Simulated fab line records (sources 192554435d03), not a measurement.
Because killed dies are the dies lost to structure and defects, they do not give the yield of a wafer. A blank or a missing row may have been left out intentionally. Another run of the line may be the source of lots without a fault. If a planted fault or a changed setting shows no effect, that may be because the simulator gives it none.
Split-lot study | flow n5_finfet | route with 1938 steps; 7 lots, 21 wafers read

== THE SPLIT ITSELF ==
At N5_BEOL_M7_VIA_ETCH_34 (etches SiCOH lowk in C4F6/O2, target depth 125.5 nm, time 50.5 s), the setting bias_w was moved away from the recipe's 185 W on 3 of the 21 wafers read, by -12.8% to +16.0%. All remaining wafers had this setting at the recipe value.

The reading comes from the split's own step.

== THE READING ==
rf_vpp_V, in V, at N5_BEOL_M7_VIA_ETCH_34 (etches SiCOH lowk in C4F6/O2, target depth 125.5 nm, time 50.5 s). Fault-free wafers of this fab line usually give 667 V, standard deviation 5.3 V.

wafer  | tool, chamber at the split | bias_w as run, W | against the recipe | rf_vpp_V, V | against lot-mates on the recipe
L078.3 | rie_diel-06, 3             | 185              | recipe             | 670         | -
L078.4 | rie_diel-06, 0             | 185              | recipe             | 671         | -
L078.5 | rie_diel-06, 0             | 214.6            | +16.0%             | 753         | +82
L079.1 | rie_diel-02, 0             | 185              | recipe             | 666         | -
L079.4 | rie_diel-02, 0             | 185              | recipe             | 667         | -
L079.6 | rie_diel-02, 2             | 185              | recipe             | 661         | -
L082.2 | rie_diel-02, 0             | 185              | recipe             | 667         | -
L082.3 | rie_diel-02, 3             | 185              | recipe             | 661         | -
L082.6 | rie_diel-02, 3             | 185              | recipe             | 661         | -
L084.2 | rie_diel-02, 3             | 185              | recipe             | 662         | -
L084.3 | rie_diel-02, 0             | 185              | recipe             | 667         | -
L084.5 | rie_diel-02, 2             | 185              | recipe             | 662         | -
L085.2 | rie_diel-02, 3             | 185              | recipe             | 660         | -
L085.3 | rie_diel-02, 2             | 185              | recipe             | 660         | -
L085.6 | rie_diel-02, 3             | 185              | recipe             | 660         | -
L090.1 | rie_diel-02, 2             | 185              | recipe             | 660         | -
L090.2 | rie_diel-02, 0             | 185              | recipe             | 666         | -
L090.4 | rie_diel-02, 1             | 185              | recipe             | 669         | -
L092.2 | rie_diel-06, 0             | 161.4            | -12.8%             | 601         | -68
L092.5 | rie_diel-06, 0             | 185              | recipe             | 669         | -
L092.6 | rie_diel-06, 3             | 161.4            | -12.8%             | 602         | -67

THE FIT
A straight line over all 21 wafers: rf_vpp_V changes by +5.21 V for each +1% of bias_w; r = +0.99; the points scatter about the line by 4.1 V.
The same after taking each lot's own level away (the mean of its wafers on the recipe; 21 wafers): +5.23 V for each +1%; r = +1.00; scatter 2.4 V.
Per that fit: largest bias_w move, reading shift of 84 V.
The lots' own levels span 660.0 to 670.5 V, that is 2.0 times the standard deviation above.
The two slopes are in agreement: the lot-to-lot level therefore moves the slope only a little.
Check: for one of the wafers moved furthest among these (+16.0%), held out of the fit, the line's prediction against its lot-mates is +84.7 V. It came out at +82.5 V against them.
Tool readings at the split's step, against how far the setting was moved: rf_vpp_V r = +0.99.

== THE FILE'S OWN FIT ==
rf_vpp_V changes by +5.19 V for each +1% of bias_w, r = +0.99.
